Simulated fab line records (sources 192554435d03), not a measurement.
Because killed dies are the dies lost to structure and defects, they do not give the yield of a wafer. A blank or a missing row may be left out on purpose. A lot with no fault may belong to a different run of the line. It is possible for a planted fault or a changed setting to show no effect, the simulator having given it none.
Split-lot study | flow n5-finfet | 7 lots, 21 wafers read, on a route of 1938 steps

== ABOUT THE SPLIT ==
At N5_BEOL_M12_SPUTTER_44 (material Ta, target thk 10 nm, time 16.13 s), the setting time-s was moved away from the recipe's 16.13 s on 9 of the 21 wafers read, by -14.3% to +6.1%. For the rest of the wafers, this setting stayed at what the recipe calls for.

The split's own step is where the reading is taken.

== THE READING ==
Ta_of_BEOL_M12_SPUTTER_44.thk-nm (the simulator's own value, which no gauge read), in nm, at N5_BEOL_M12_SPUTTER_44 (material Ta, target thk 10 nm, time 16.13 s). The file does not state a usual value for it. Here, 12 wafers ran the recipe; their average is 9.8 nm with a standard deviation of 0.14 nm.

wafer  | tool, chamber at the split | time-s as run, s | against the recipe | Ta_of_BEOL_M12_SPUTTER_44.thk-nm, nm | against lot-mates on the recipe
L074.3 | pvd-sputter-02, -          | 16.13            | recipe             | 10                                   | -
L074.6 | pvd-sputter-02, -          | 16.13            | recipe             | 10                                   | -
L074.4 | pvd-sputter-02, -          | 14.18            | -12.1%             | 9                                    | -1.0
L077.1 | pvd-sputter-03, -          | 13.83            | -14.3%             | 8.4                                  | -1.4
L077.2 | pvd-sputter-03, -          | 13.83            | -14.3%             | 8.4                                  | -1.4
L077.5 | pvd-sputter-03, -          | 16.13            | recipe             | 9.8                                  | -
L078.3 | pvd-sputter-02, -          | 16.13            | recipe             | 10                                   | -
L078.5 | pvd-sputter-02, -          | 14.48            | -10.2%             | 9.2                                  | -0.8
L078.6 | pvd-sputter-02, -          | 14.48            | -10.2%             | 9                                    | -1.0
L081.1 | pvd-sputter-01, -          | 16.13            | recipe             | 9.8                                  | -
L081.2 | pvd-sputter-01, -          | 16.13            | recipe             | 9.6                                  | -
L081.4 | pvd-sputter-01, -          | 16.13            | recipe             | 9.6                                  | -
L082.4 | pvd-sputter-03, -          | 15.12            | -6.3%              | 9.2                                  | -0.8
L082.5 | pvd-sputter-03, -          | 16.13            | recipe             | 10                                   | -
L082.6 | pvd-sputter-03, -          | 15.12            | -6.3%              | 9.4                                  | -0.6
L084.2 | pvd-sputter-02, -          | 16.13            | recipe             | 9.8                                  | -
L084.5 | pvd-sputter-02, -          | 16.13            | recipe             | 9.8                                  | -
L084.6 | pvd-sputter-02, -          | 16.13            | recipe             | 9.8                                  | -
L095.1 | pvd-sputter-02, -          | 16.13            | recipe             | 9.8                                  | -
L095.2 | pvd-sputter-02, -          | 17.12            | +6.1%              | 10.4                                 | +0.6
L095.3 | pvd-sputter-02, -          | 17.12            | +6.1%              | 10.4                                 | +0.6

FIT RESULTS
A straight line over all 21 wafers: Ta_of_BEOL_M12_SPUTTER_44.thk-nm changes by +0.0878 nm for each +1% of time-s; r = +0.96; the points scatter about the line by 0.15 nm.
The same after taking each lot's own level away (the mean of its wafers on the recipe; 21 wafers): +0.0945 nm for each +1%; r = +0.99; scatter 0.081 nm.
The reading moves by 1.3 nm for the largest change in time-s, on that fit.
Measured against the standard deviation above, the lots' own levels, which go from 9.67 to 10.00 nm, span 2.4 times it.
Hence the lot-to-lot level has little effect on the slope; both slopes agree.
Check: for one of the wafers moved furthest among these (-14.3%), held out of the fit, the line's prediction against its lot-mates is -1.33 nm. Against them it came out at -1.4 nm.

== THE OTHER SPLITS THESE WAFERS WENT THROUGH ==
Before the reading, these wafers also passed through other splits. Each is held against what the fit with the lots' levels taken away leaves over:
other split on the same wafers | wafers away from the commonest value | r with Ta_of_BEOL_M12_SPUTTER_44.thk-nm (lot level and that fit taken away)
N5_BEOL_M11_COAT_05 spin-rpm   | 5                                    | +0.15

== FILE'S OWN FIT ==
Ta_of_BEOL_M12_SPUTTER_44.thk-nm changes by +0.0929 nm for each +1% of time-s, r = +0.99.
